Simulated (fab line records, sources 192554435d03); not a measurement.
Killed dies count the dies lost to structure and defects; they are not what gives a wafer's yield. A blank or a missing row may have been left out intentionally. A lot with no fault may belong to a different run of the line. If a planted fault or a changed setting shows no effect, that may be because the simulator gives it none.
fab line records / flow n5_finfet
record: lots: 4 wafers: 12 last_day: 17
route steps=1938 shown STI_FIN_REVEAL@209 DUMMY_GATE@212 BEOL_M4@1111
lots untouched by any fault: they come from a run of this same line in which no faults occurred
start_h: hours from the record's opening day to when the first of the lot's shown wafers began / wait_h: time in hours since the lot's previous step / " repeats the value in the row above / L1.1+2: a row that stands for several wafers / - no value, or no start was given / * or withheld: withheld / < > ~ a bound
route shown NAME@n: names a module that has steps shown in the file, with the first one's number in the route / usual: mean/standard deviation taken from wafers without a fault / same: alike in all rows / chamber/n: place in a boat / sites: the reading at each site / _std_site: the values' standard deviation / _edge_site: outer sites' mean less inner sites' / radius_mm: for every site, how far away it sits from the centre of the wafer / mask NAME#n: copy n / behind: the tool/chamber that last shaped the wafer / hold: the reason the lot was held/the length of the hold in hours/how it ended / device: the transistor (n, p or np) that didn't switch / end of line: the tests these same wafers got at the end of their route / step lacking rows: just its recipe / killed: dies that structure and defects cost at the first sort, which is not the same as the wafer's yield / map: a wafer's dies, marking killed ones x, the rest . and places with no die _
set.NAME: the setting the step ran with; set.NAME@STEP: the setting that earlier step ran with / model.NAME: the simulator's own value behind a step, which no gauge read
a table for each step, a row for each wafer; lots at some steps of the route
services: the hour from which a tool's chamber was out of use, counted from the record's first day as start_h (under 0 if before that day), plus the number of hours and why
== steps ==
step: N5_STI_FIN_REVEAL_PRECLEAN_18
recipe: chemistry: SC2 time_s: 45 temp_c: 35 mix: 1:1:50
step: N5_STI_FIN_REVEAL_SRD_28
recipe: dry: ipa_marangoni time_s: 30 temp_c: 23 rinse_liquid: diw
step: N5_DUMMY_GATE_PRECLEAN_00
recipe: chemistry: O3/DIW time_s: 60 temp_c: 22 o3_ppm: 10
step: N5_DUMMY_GATE_SRD_01
recipe: time_s: 30 temp_c: 23 rinse_liquid: diw dry: ipa_marangoni
step: N5_DUMMY_GATE_ALD_02
recipe: material: SiO2 target_thk_a: 20 temp_c: 300 ald_precursor_family: BDEAS ald_co_reactant: O2-plasma pulse_time_s: 1 pressure_torr: 2
step: N5_DUMMY_GATE_CVD_03
recipe: material: a-Si target_thk_a: 1500 temp_c: 530 precursor: SiH4 time_s: 8042
step: N5_DUMMY_GATE_PRECLEAN_46
recipe: chemistry: DIW time_s: 89.5 temp_c: 23
step: N5_DUMMY_GATE_SRD_47
recipe: dry_time_s: 32 dry: n2_spin spin_rpm: 1500
step: N5_DUMMY_GATE_CMP_04
recipe: material: a-Si post_cmp_clean: alkaline_brush
step: N5_DUMMY_GATE_HM_DEP_06
recipe: material: SiNx target_thk_a: 800 precursor: DCS/NH3 temp_c: 700 pressure_mtorr: 300 time_s: 5141
step: N5_DUMMY_GATE_PECVD_30
recipe: material: SiO2 target_thk_a: 550 temp_c: 400 precursor: TEOS/O2 pressure_torr: 6.5 rf_w: withheld teos_flow_sccm: withheld gas: O2 flow_sccm: 2650 time_s: 10.8
lot.wafer=L263.1 tool=pecvd-04 chamber=0 start_h=75.25 wait_h=0.0 model.SiO2_of_DUMMY_GATE_PECVD_30.thk_nm=55.2
lot.wafer=L263.4 tool=pecvd-04 chamber=1 start_h=75.25 wait_h=0.0 model.SiO2_of_DUMMY_GATE_PECVD_30.thk_nm=56.4
lot.wafer=L263.5 tool=pecvd-04 chamber=2 start_h=75.25 wait_h=0.0 model.SiO2_of_DUMMY_GATE_PECVD_30.thk_nm=55.8
lot.wafer=L264.1 tool=pecvd-04 chamber=2 start_h=83.48 wait_h=0.0 model.SiO2_of_DUMMY_GATE_PECVD_30.thk_nm=54.8
lot.wafer=L264.4 tool=pecvd-04 chamber=2 start_h=83.48 wait_h=0.0 model.SiO2_of_DUMMY_GATE_PECVD_30.thk_nm=75.2
lot.wafer=L264.6 tool=pecvd-04 chamber=0 start_h=83.48 wait_h=0.0 model.SiO2_of_DUMMY_GATE_PECVD_30.thk_nm=56.2
lot.wafer=L266.2+3 tool=pecvd-04 chamber=1,2 start_h=95.99 wait_h=0.0 model.SiO2_of_DUMMY_GATE_PECVD_30.thk_nm=55.6
lot.wafer=L266.5 tool=pecvd-04 chamber=1 start_h=95.99 wait_h=0.0 model.SiO2_of_DUMMY_GATE_PECVD_30.thk_nm=75.4
lot.wafer=L280.1 tool=pecvd-01 chamber=2 start_h=180.10 wait_h=0.0 model.SiO2_of_DUMMY_GATE_PECVD_30.thk_nm=55.2
lot.wafer=L280.3+4 tool=pecvd-01 chamber=1,2 start_h=180.10 wait_h=0.0 model.SiO2_of_DUMMY_GATE_PECVD_30.thk_nm=55.4
step: N5_DUMMY_GATE_COAT_34
recipe: resist: SOC temp_c: 250 time_s: 60 spin_rpm: 1500 resist_thk_nm: 60
step: N5_DUMMY_GATE_COAT_35
recipe: resist: SiARC temp_c: 220 time_s: 60 spin_rpm: 1500 resist_thk_nm: 10
step: N5_DUMMY_GATE_COAT_28
recipe: resist: underlayer temp_c: 205 time_s: 60 spin_rpm: 1500 resist_thk_nm: 10
step: N5_DUMMY_GATE_COAT_09
recipe: resist: CAR-EUV spin_rpm: 1500 resist_thk_nm: 30
step: N5_DUMMY_GATE_EBR_11
recipe: solvent: PGMEA ebr_width_mm: 1.5
step: N5_DUMMY_GATE_SOFTBAKE_10
recipe: temp_c: 110 time_s: 60 resist: CAR-EUV
step: N5_DUMMY_GATE_EXPOSE_12
recipe: mask_id: GATE na: 0.33 source_shape: annular sigma_inner: 0.2 sigma_outer: 0.6 polarization: unpolarized target_cd_nm: 25 dose_mj: 34
step: N5_DUMMY_GATE_PEB_13
recipe: peb_temp_c: 100 peb_time_s: 60 resist: CAR-EUV
step: N5_DUMMY_GATE_DEVELOP_14
recipe: develop_time_s: 30 developer: TMAH resist: CAR-EUV rinse_liquid: surfactant_rinse dry: air_spin dev_temp_c: 23
step: N5_DUMMY_GATE_DESCUM_20
recipe: chemistry: O2 time_s: 6.2 source_power_w: 50 bias_power_w: 20 pressure_mtorr: 20 rf_frequency_hz: 2.712e+07 temp_c: 40 resist: CAR-EUV o2_flow_sccm: 225
step: N5_DUMMY_GATE_ETCH_29
recipe: chemistry: N2/H2 target: underlayer target_depth_a: 130 ion_energy_ev: 200 pressure_mtorr: 30 source_w: 840 bias_w: 150 n2_flow_sccm: 200 h2_flow_sccm: 200
step: N5_DUMMY_GATE_ETCH_36
recipe: chemistry: CF4 target: SiARC target_depth_a: 130 pressure_mtorr: 40 source_w: 545 bias_w: 36 Ar_flow_sccm: 100 cf4_flow_sccm: 100 ion_energy_ev: 80
step: N5_DUMMY_GATE_ETCH_37
recipe: chemistry: N2/H2 target: SOC target_depth_a: 600 overetch_a: 300 temp_c: 40 ion_energy_ev: 200 pressure_mtorr: 30 source_w: 840 bias_w: 150 n2_flow_sccm: 200 h2_flow_sccm: 200
step: N5_DUMMY_GATE_STRIP_38
recipe: chemistry: N2/H2 temp_c: 40 n2_flow_sccm: 200 h2_flow_sccm: 200 rf_frequency_hz: 6e+07
step: N5_DUMMY_GATE_STRIP_39
recipe: chemistry: N2/H2 temp_c: 40 n2_flow_sccm: 200 h2_flow_sccm: 200 rf_frequency_hz: 6e+07
step: N5_DUMMY_GATE_TRIM_49
recipe: chemistry: O2 resist: SOC time_s: 29 target_cd_nm: 14 source_power_w: 300 bias_power_w: 0 O2_flow_sccm: 100 temp_c: 20
step: N5_DUMMY_GATE_STRIP_40
recipe: chemistry: CF4 resist: SiARC power_w: 300 bias_power_w: 75 pressure_mtorr: 50 cf4_flow_sccm: 150 rf_frequency_hz: 6e+07
step: N5_DUMMY_GATE_ETCH_31
recipe: chemistry: C4F6/O2 target: SiO2 mask_material: SOC target_depth_a: 825 time_s: 27.5 ion_energy_ev: 250 pressure_mtorr: 30 source_w: 345 bias_w: 185 Ar_flow_sccm: 300 C4F6_flow_sccm: 10 O2_flow_sccm: 10
step: N5_DUMMY_GATE_STRIP_41
recipe: chemistry: O2 power_w: 400 temp_c: 40 pressure_mtorr: 30 rf_frequency_hz: 6e+07 bias_power_w: 0 overash_fraction: 0.3 o2_flow_sccm: 225
step: N5_DUMMY_GATE_HM_OPEN_21
recipe: chemistry: CH3F/O2 target: SiNx target_depth_a: 1200 Ar_flow_sccm: 150 CH3F_flow_sccm: 30 O2_flow_sccm: 23 time_s: 171.4 pressure_mtorr: 30 source_w: 395 bias_w: 73 ion_energy_ev: 120.7
step: N5_DUMMY_GATE_ETCH_32
recipe: chemistry: CF4 target: SiO2 target_depth_a: 35 time_s: 3.9 ion_energy_ev: 350 pressure_mtorr: 10 icp_w: 800 bias_w: 400 cf4_flow_sccm: 80
step: N5_DUMMY_GATE_ETCH_23
recipe: chemistry: HBr/Cl2/O2 HBr_flow_sccm: 150 Cl2_flow_sccm: 80 O2_flow_sccm: 12 bias_w: 102 target_depth_a: 410 time_s: 22.3 target: poly-Si mask_material: SiO2 pressure_mtorr: 10 icp_w: 800
step: N5_DUMMY_GATE_ETCH_44
recipe: chemistry: HBr/O2 over_etch_frac: 0.7 target_depth_a: 1275 stop_on: SiO2 ion_energy_ev: 60 bias_w: 20 target: poly-Si mask_material: SiO2 pressure_mtorr: 20 icp_w: 400 HBr_flow_sccm: 120 O2_flow_sccm: 10
usual: HBr_flow_sccm: 120.0/0.31 drypump_motor_current_A: 5.64/0.25 he_backside_leak_sccm: 2.7/0.39 oes_product_au: 0.728/0.011 throttle_valve_pct: 18.58/0.12
lot.wafer=L263.1 tool=rie_si-03 chamber=1 start_h=76.52 wait_h=0.0 HBr_flow_sccm=119.9 drypump_motor_current_A=5.36 he_backside_leak_sccm=3.3 oes_product_au=0.748 rf_hours_counter_h=187 throttle_valve_pct=18.51 model.SiO2_of_DUMMY_GATE_PECVD_30.thk_nm=38.2
lot.wafer=L263.4 tool=rie_si-03 chamber=1 start_h=76.52 wait_h=0.0 HBr_flow_sccm=120.2 drypump_motor_current_A=5.35 he_backside_leak_sccm=3.4 oes_product_au=0.745 rf_hours_counter_h=- throttle_valve_pct=18.51 model.SiO2_of_DUMMY_GATE_PECVD_30.thk_nm=39.2
lot.wafer=L263.5 tool=rie_si-03 chamber=0 start_h=76.52 wait_h=0.0 HBr_flow_sccm=120.4 drypump_motor_current_A=5.87 he_backside_leak_sccm=2.4 oes_product_au=0.730 rf_hours_counter_h=- throttle_valve_pct=18.46 model.SiO2_of_DUMMY_GATE_PECVD_30.thk_nm=39
lot.wafer=L264.1 tool=rie_si-01 chamber=3 start_h=85.01 wait_h=0.0 HBr_flow_sccm=118.9 drypump_motor_current_A=5.68 he_backside_leak_sccm=2.4 oes_product_au=0.713 rf_hours_counter_h=75 throttle_valve_pct=18.85 model.SiO2_of_DUMMY_GATE_PECVD_30.thk_nm=38.2
lot.wafer=L264.4 tool=rie_si-01 chamber=1 start_h=85.01 wait_h=0.0 HBr_flow_sccm=119.9 drypump_motor_current_A=5.63 he_backside_leak_sccm=3.2 oes_product_au=0.728 rf_hours_counter_h=164 throttle_valve_pct=18.47 model.SiO2_of_DUMMY_GATE_PECVD_30.thk_nm=58.6
lot.wafer=L264.6 tool=rie_si-01 chamber=0 start_h=85.01 wait_h=0.0 HBr_flow_sccm=120.3 drypump_motor_current_A=5.28 he_backside_leak_sccm=2.8 oes_product_au=0.736 rf_hours_counter_h=- throttle_valve_pct=18.73 model.SiO2_of_DUMMY_GATE_PECVD_30.thk_nm=39.2
lot.wafer=L266.2 tool=rie_si-02 chamber=1 start_h=97.33 wait_h=0.0 HBr_flow_sccm=119.8 drypump_motor_current_A=5.51 he_backside_leak_sccm=2.3 oes_product_au=0.706 rf_hours_counter_h=98 throttle_valve_pct=18.36 model.SiO2_of_DUMMY_GATE_PECVD_30.thk_nm=38.6
lot.wafer=L266.3 tool=rie_si-02 chamber=3 start_h=97.33 wait_h=0.0 HBr_flow_sccm=120.2 drypump_motor_current_A=5.99 he_backside_leak_sccm=2.9 oes_product_au=0.723 rf_hours_counter_h=178 throttle_valve_pct=18.55 model.SiO2_of_DUMMY_GATE_PECVD_30.thk_nm=38.4
lot.wafer=L266.5 tool=rie_si-02 chamber=1 start_h=97.33 wait_h=0.0 HBr_flow_sccm=120.1 drypump_motor_current_A=5.50 he_backside_leak_sccm=2.1 oes_product_au=0.714 rf_hours_counter_h=- throttle_valve_pct=18.37 model.SiO2_of_DUMMY_GATE_PECVD_30.thk_nm=58.4
lot.wafer=L280.1 tool=rie_si-02 chamber=1 start_h=181.44 wait_h=0.0 HBr_flow_sccm=120.4 drypump_motor_current_A=5.47 he_backside_leak_sccm=2.3 oes_product_au=0.718 rf_hours_counter_h=99 throttle_valve_pct=18.38 model.SiO2_of_DUMMY_GATE_PECVD_30.thk_nm=38.4
lot.wafer=L280.3 tool=rie_si-02 chamber=0 start_h=181.44 wait_h=0.0 HBr_flow_sccm=119.6 drypump_motor_current_A=5.21 he_backside_leak_sccm=2.7 oes_product_au=0.734 rf_hours_counter_h=100 throttle_valve_pct=18.63 model.SiO2_of_DUMMY_GATE_PECVD_30.thk_nm=38.6
lot.wafer=L280.4 tool=rie_si-02 chamber=2 start_h=181.44 wait_h=0.0 HBr_flow_sccm=120.2 drypump_motor_current_A=5.95 he_backside_leak_sccm=2.9 oes_product_au=0.713 rf_hours_counter_h=173 throttle_valve_pct=18.64 model.SiO2_of_DUMMY_GATE_PECVD_30.thk_nm=38.8
step: N5_BEOL_M4_RC_MEAS_101
usual: DIBL_N: 36.3/1.4 DIBL_P: 35.7/1.5 IOFF_N: 0.155/0.022 IOFF_P: 0.204/0.027 ION_N: 671/9 ION_P: 459/6.2 SS_N: 71.5/0.54 SS_P: 73.1/0.56 VT_N: 250.2/2.6 VT_P: -251/3.3
lot.wafer=L263.1 tool=prober-01 chamber=0 start_h=192.01 wait_h=0.5 DIBL_N[mV/V]=36.0 DIBL_P[mV/V]=35.3 IOFF_N[nA/um]=0.150 IOFF_P[nA/um]=0.212 ION_N[uA/um]=667 ION_P[uA/um]=462 SS_N[mV/dec]=71.3 SS_P[mV/dec]=72.4 VT_N[mV]=250.2 VT_P[mV]=-250
lot.wafer=L263.4 tool=prober-01 chamber=0 start_h=192.01 wait_h=0.5 DIBL_N[mV/V]=36.3 DIBL_P[mV/V]=36.4 IOFF_N[nA/um]=0.172 IOFF_P[nA/um]=0.219 ION_N[uA/um]=675 ION_P[uA/um]=464 SS_N[mV/dec]=70.9 SS_P[mV/dec]=73.1 VT_N[mV]=247.4 VT_P[mV]=-248
lot.wafer=L263.5 tool=prober-01 chamber=0 start_h=192.01 wait_h=0.5 DIBL_N[mV/V]=36.5 DIBL_P[mV/V]=35.3 IOFF_N[nA/um]=0.163 IOFF_P[nA/um]=0.215 ION_N[uA/um]=677 ION_P[uA/um]=465 SS_N[mV/dec]=71.1 SS_P[mV/dec]=73.4 VT_N[mV]=248.7 VT_P[mV]=-246
lot.wafer=L264.1 tool=prober-01 chamber=0 start_h=209.81 wait_h=0.0 DIBL_N[mV/V]=38.9 DIBL_P[mV/V]=37.3 IOFF_N[nA/um]=0.190 IOFF_P[nA/um]=0.235 ION_N[uA/um]=672 ION_P[uA/um]=457 SS_N[mV/dec]=73.2 SS_P[mV/dec]=73.7 VT_N[mV]=249.6 VT_P[mV]=-247
lot.wafer=L264.4 tool=prober-01 chamber=0 start_h=209.81 wait_h=0.0 DIBL_N[mV/V]=38.5 DIBL_P[mV/V]=37.5 IOFF_N[nA/um]=0.190 IOFF_P[nA/um]=0.238 ION_N[uA/um]=684 ION_P[uA/um]=461 SS_N[mV/dec]=72.6 SS_P[mV/dec]=73.1 VT_N[mV]=247.2 VT_P[mV]=-247
lot.wafer=L264.6 tool=prober-01 chamber=0 start_h=209.81 wait_h=0.0 DIBL_N[mV/V]=38.0 DIBL_P[mV/V]=36.5 IOFF_N[nA/um]=0.163 IOFF_P[nA/um]=0.220 ION_N[uA/um]=660 ION_P[uA/um]=453 SS_N[mV/dec]=72.0 SS_P[mV/dec]=73.7 VT_N[mV]=249.8 VT_P[mV]=-251
lot.wafer=L266.2 tool=prober-02 chamber=0 start_h=227.01 wait_h=0.2 DIBL_N[mV/V]=34.1 DIBL_P[mV/V]=34.7 IOFF_N[nA/um]=0.141 IOFF_P[nA/um]=0.209 ION_N[uA/um]=677 ION_P[uA/um]=469 SS_N[mV/dec]=71.1 SS_P[mV/dec]=73.3 VT_N[mV]=250.9 VT_P[mV]=-249
lot.wafer=L266.3 tool=prober-02 chamber=0 start_h=227.01 wait_h=0.2 DIBL_N[mV/V]=34.7 DIBL_P[mV/V]=35.2 IOFF_N[nA/um]=0.147 IOFF_P[nA/um]=0.224 ION_N[uA/um]=672 ION_P[uA/um]=464 SS_N[mV/dec]=72.2 SS_P[mV/dec]=73.5 VT_N[mV]=250.2 VT_P[mV]=-251
lot.wafer=L266.5 tool=prober-02 chamber=0 start_h=227.01 wait_h=0.2 DIBL_N[mV/V]=34.5 DIBL_P[mV/V]=34.8 IOFF_N[nA/um]=0.141 IOFF_P[nA/um]=0.210 ION_N[uA/um]=679 ION_P[uA/um]=464 SS_N[mV/dec]=70.9 SS_P[mV/dec]=73.1 VT_N[mV]=249.0 VT_P[mV]=-247
lot.wafer=L280.1 tool=prober-01 chamber=0 start_h=302.64 wait_h=0.0 DIBL_N[mV/V]=33.8 DIBL_P[mV/V]=33.7 IOFF_N[nA/um]=0.109 IOFF_P[nA/um]=0.164 ION_N[uA/um]=647 ION_P[uA/um]=454 SS_N[mV/dec]=70.6 SS_P[mV/dec]=72.3 VT_N[mV]=256.1 VT_P[mV]=-252
lot.wafer=L280.3 tool=prober-01 chamber=0 start_h=302.64 wait_h=0.0 DIBL_N[mV/V]=33.8 DIBL_P[mV/V]=34.3 IOFF_N[nA/um]=0.109 IOFF_P[nA/um]=0.173 ION_N[uA/um]=649 ION_P[uA/um]=454 SS_N[mV/dec]=71.1 SS_P[mV/dec]=72.7 VT_N[mV]=256.4 VT_P[mV]=-251
lot.wafer=L280.4 tool=prober-01 chamber=0 start_h=302.64 wait_h=0.0 DIBL_N[mV/V]=35.0 DIBL_P[mV/V]=34.6 IOFF_N[nA/um]=0.123 IOFF_P[nA/um]=0.178 ION_N[uA/um]=657 ION_P[uA/um]=457 SS_N[mV/dec]=71.2 SS_P[mV/dec]=73.0 VT_N[mV]=253.4 VT_P[mV]=-251
== services ==
tool=pecvd-01 chamber=- start_h=52.10 hours=0.9 kind=repair
tool=rie_si-03 chamber=3 start_h=75.19 hours=19.1 kind=repair
tool=pecvd-04 chamber=1 start_h=79.71 hours=6.9 kind=repair
tool=rie_si-01 chamber=1 start_h=118.02 hours=3.2 kind=repair
tool=pecvd-04 chamber=1 start_h=121.17 hours=5.5 kind=scheduled_down
tool=rie_si-02 chamber=1 start_h=143.48 hours=6.7 kind=repair
tool=pecvd-04 chamber=- start_h=143.93 hours=0.3 kind=repair
tool=pecvd-04 chamber=2 start_h=148.56 hours=7.2 kind=repair
tool=rie_si-03 chamber=- start_h=149.01 hours=0.2 kind=repair
tool=rie_si-02 chamber=2 start_h=157.50 hours=1.6 kind=repair
== key ==
first_sign none at tools or gauges
model_effect: step: N5_DUMMY_GATE_PECVD_30 value: SiO2_of_DUMMY_GATE_PECVD_30.thk_nm without: 55.5 struck: 75.3
model_effect: step: N5_DUMMY_GATE_ETCH_44 value: SiO2_of_DUMMY_GATE_PECVD_30.thk_nm without: 38.7 struck: 58.5
met_at N5_DUMMY_GATE_PECVD_30
struck_wafers L264.4,L266.5
onset_between 75.25 83.48
fault: kind: process_parameter_drift tool: pecvd-04 chamber: - onset_h: 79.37 steps: N5_DUMMY_GATE_PECVD_30 channel: time_s offset: * shape: step end_h: 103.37 scope: struck_wafers_only acts_in: * stated: *
